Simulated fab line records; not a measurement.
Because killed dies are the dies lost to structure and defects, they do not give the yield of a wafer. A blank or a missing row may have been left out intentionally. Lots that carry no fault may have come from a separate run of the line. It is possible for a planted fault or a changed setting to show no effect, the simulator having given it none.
Struck lot and sound lot, side by side :: flow nand harc :: 14 out of 1159 route steps
Sound: wafers L463.2, L463.4, L463.6. Struck: wafer L471.5. (L471.1, L471.3 of the same lot were not struck and are left out.) The cause comes at the end.
For every step that has rows: the tool of each side, followed by ch and its chambers, followed by its first start. Under that, the readings that differ: sound wafers :: struck wafers :: difference of the means :: sigmas: that difference in standard deviations of wafers without a fault.
alike: words and numbers the same on both sides, and readings whose means are apart by under 2 such deviations; not compared: readings that were withheld, readings missing a value for some wafer, numbers with overlapping values and no deviation given by the record, and bounds like >300 which may hide the same value.
Wherever a step has rows on one side only, a row that says differs or no value, or a row with sigmas, the two part there. Non-overlapping numbers with no deviation appear without sigmas and do not part them. Lack of a reading on every wafer of one side parts them only where that side has two or more wafers.

first, 7 steps without rows for these wafers: NHARC_P_BONDPAD_COAT_36 (time 65 s); NHARC_P_BONDPAD_COAT_03 (resist thk 600 nm); NHARC_P_BONDPAD_SOFTBAKE_04 (time 70 s); NHARC_P_BONDPAD_EBR_05; NHARC_P_BONDPAD_EXPOSE_06 (exposes mask P BPAD); NHARC_P_BONDPAD_PEB_07 (peb time 80 s); NHARC_P_BONDPAD_DEVELOP_08 (time 50 s).
NHARC_P_BONDPAD_CD_MEAS_09 targets a cd of 500 nm.
  sound on cd sem-03 ch 0, day 7 00:56; struck on cd sem-02 ch 0, day 8 11:42
  alike: cd nm
NHARC_P_BONDPAD_OVL_MEAS_38:
  struck on overlay-02, day 8 11:47; sound on overlay-02, day 7 01:01
  alike: overlay x nm, overlay y nm
then, 1 step without rows for these wafers: NHARC_P_BONDPAD_HARDBAKE_10 (time 65 s).
NHARC_P_BONDPAD_DESCUM_11: chemistry O2, time 3 s.
  sound on rie diel-04 ch 0,2,3, day 7 01:25; struck on rie diel-04 ch 2, day 8 11:56
reading: oes product au (a.u.)
sound: 0.994 0.999 1.012
struck: 1.031
difference: +0.029
sigmas: +3
  alike: drypump motor current A, rf vpp V, showerhead plenum p Torr, throttle valve pct
  not compared: rf hours counter h
NHARC_P_BONDPAD_ETCH_37: etches the open film in N2/H2, target depth 60 nm, overetch 18 nm, time 65.91 s.
  sound on rie diel-04 ch 0,2,3, day 7 01:29; struck on rie diel-04 ch 3, day 8 12:05
  alike: drypump motor current A, oes product au, rf vpp V, showerhead plenum p Torr, throttle valve pct
  not compared: rf hours counter h
NHARC_P_BONDPAD_ETCH_12: etches the open film in CHF3/O2, target depth 200 nm, time 100 s.
  sound on rie diel-04 ch 2,3, day 7 01:35; struck on rie diel-04 ch 0, day 8 12:11
reading: oes product au (a.u.)
sound: 0.945 0.914 0.917
struck: 0.868
difference: -0.057
sigmas: -2

reading: rf vpp V (V)
sound: 368.5 368.1 367.8
struck: 374.5
difference: +6.4
sigmas: +3

reading: showerhead plenum p Torr (Torr)
sound: 2.30 2.26 2.26
struck: 2.52
difference: +0.25
sigmas: +2
  alike: drypump motor current A, throttle valve pct
  not compared: rf hours counter h
NHARC_P_BONDPAD_CD_MEAS_13:
  struck on cd sem-03, day 8 12:18; sound on cd sem-01, day 7 01:43
  alike: cd nm

== WHERE THEY PART ==
First at NHARC_P_BONDPAD_DESCUM_11; last, within this record, at NHARC_P_BONDPAD_ETCH_12. Later steps at which nothing parts them and some readings are alike: NHARC_P_BONDPAD_CD_MEAS_13.

WHY: whatever the simulator had introduced
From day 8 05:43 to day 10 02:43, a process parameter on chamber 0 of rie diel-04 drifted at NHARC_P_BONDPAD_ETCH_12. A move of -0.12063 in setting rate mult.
